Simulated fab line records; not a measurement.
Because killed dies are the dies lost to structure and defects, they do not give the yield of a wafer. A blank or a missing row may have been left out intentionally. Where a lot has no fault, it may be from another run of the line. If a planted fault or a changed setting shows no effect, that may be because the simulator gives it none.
Matching of chambers ; flow nandHarc ; 4 sister chambers for NHARC_A_STAIRCASE_DESCUM_219 on rieDiel-05
The step chemistry O2, time 3 s. 4 wafers are shown with their chamber, then 10 later ones without.

EACH WAFER AND ITS CHAMBER
wafer;chamber;showerheadPlenumPTorr (Torr)
L084.5;2;1.94
L087.5;3;1.81
L089.2;1;1.96
L089.3;0;1.82

WAFERS WITH NO CHAMBER GIVEN
wafer;showerheadPlenumPTorr (Torr)
L089.5;1.82
L094.3;1.93
L094.4;1.81
L094.5;1.81
L096.1;1.93
L096.2;1.95
L096.3;1.81
L097.2;1.93
L097.3;1.81
L097.6;1.93

WHICH CHAMBER EACH WENT THROUGH
wafer;from the rows above;in truth
L089.5;can't be placed: 0 or 3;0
L094.3;2;2
L094.4;can't be placed: 3 or 0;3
L094.5;can't be placed: 3 or 0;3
L096.1;2;2
L096.2;can't be placed: 1 or 2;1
L096.3;can't be placed: 3 or 0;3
L097.2;2;2
L097.3;can't be placed: 3 or 0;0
L097.6;2;2
4 of 10 placed correctly. These rows do not allow placing 6 (true chamber among the candidates in 6). Placed wrongly: 0.
How it was worked out, from the rows above alone: a wafer's distance from a chamber is the root of the sum, over the readings, of the square of ((its reading less the chamber's mean) divided by the reading's scatter). If the next closest chamber is less than 2 further off than the closest, the wafer can't be placed; otherwise it belongs to the closest. The mean given for a chamber averages the wafers shown for that chamber. The scatter (one wafer shown for each chamber): square how far every hidden wafer sits from the nearest shown wafer, average those squares and take the square root.
